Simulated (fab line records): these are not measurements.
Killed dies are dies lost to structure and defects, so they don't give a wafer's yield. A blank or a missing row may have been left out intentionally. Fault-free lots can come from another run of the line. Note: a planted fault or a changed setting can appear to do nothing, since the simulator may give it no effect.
Matching of chambers :: flow nandHarc :: 4 sister chambers for NHARC_A_STAIRCASE_ETCH_253 on rieDiel-09
The step etches the open film in C4F8/O2, target depth 50 nm, time 20.2 s. 4 wafers are shown with their chamber, then 12 later ones without.

## EACH WAFER AND ITS CHAMBER
wafer: L084.4
chamber: 1
rfVppV (V): 896

wafer: L084.5
chamber: 3
rfVppV (V): 889

wafer: L093.4
chamber: 2
rfVppV (V): 899

wafer: L093.6
chamber: 0
rfVppV (V): 904

## WAFERS MISSING THEIR CHAMBER
wafer: L092.4
rfVppV (V): 903

wafer: L092.5
rfVppV (V): 904

wafer: L092.6
rfVppV (V): 897

wafer: L094.1
rfVppV (V): 889

wafer: L094.2
rfVppV (V): 902

wafer: L094.4
rfVppV (V): 900

wafer: L096.2
rfVppV (V): 897

wafer: L096.4
rfVppV (V): 901

wafer: L096.5
rfVppV (V): 890

wafer: L097.2
rfVppV (V): 904

wafer: L097.4
rfVppV (V): 899

wafer: L097.5
rfVppV (V): 899

## CHAMBER TAKEN BY EACH
wafer: L092.4
from the rows above: 0
in truth: 0

wafer: L092.5
from the rows above: 0
in truth: 0

wafer: L092.6
from the rows above: can't be placed: 1 or 2
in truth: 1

wafer: L094.1
from the rows above: 3
in truth: 3

wafer: L094.2
from the rows above: can't be placed: 0 or 2
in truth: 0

wafer: L094.4
from the rows above: 2
in truth: 2

wafer: L096.2
from the rows above: can't be placed: 1 or 2
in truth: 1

wafer: L096.4
from the rows above: can't be placed: 2 or 0
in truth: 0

wafer: L096.5
from the rows above: 3
in truth: 3

wafer: L097.2
from the rows above: 0
in truth: 0

wafer: L097.4
from the rows above: 2
in truth: 2

wafer: L097.5
from the rows above: 2
in truth: 2
Correctly placed: 8 of 12. From these rows, 4 cannot be placed; in 4 the true chamber is one of the candidates. 0 placed wrongly.
How it was worked out, from the rows above alone: a wafer's distance from a chamber is the root of the sum, over the readings, of the square of ((its reading less the chamber's mean) divided by the reading's scatter). If the next closest chamber is less than 2 further off than the closest, the wafer can't be placed; otherwise it belongs to the closest. A chamber's mean is the mean of its shown wafers. The scatter: with one shown wafer a chamber, the root of the mean of the squares of how far each hidden wafer lies from its nearest shown one.
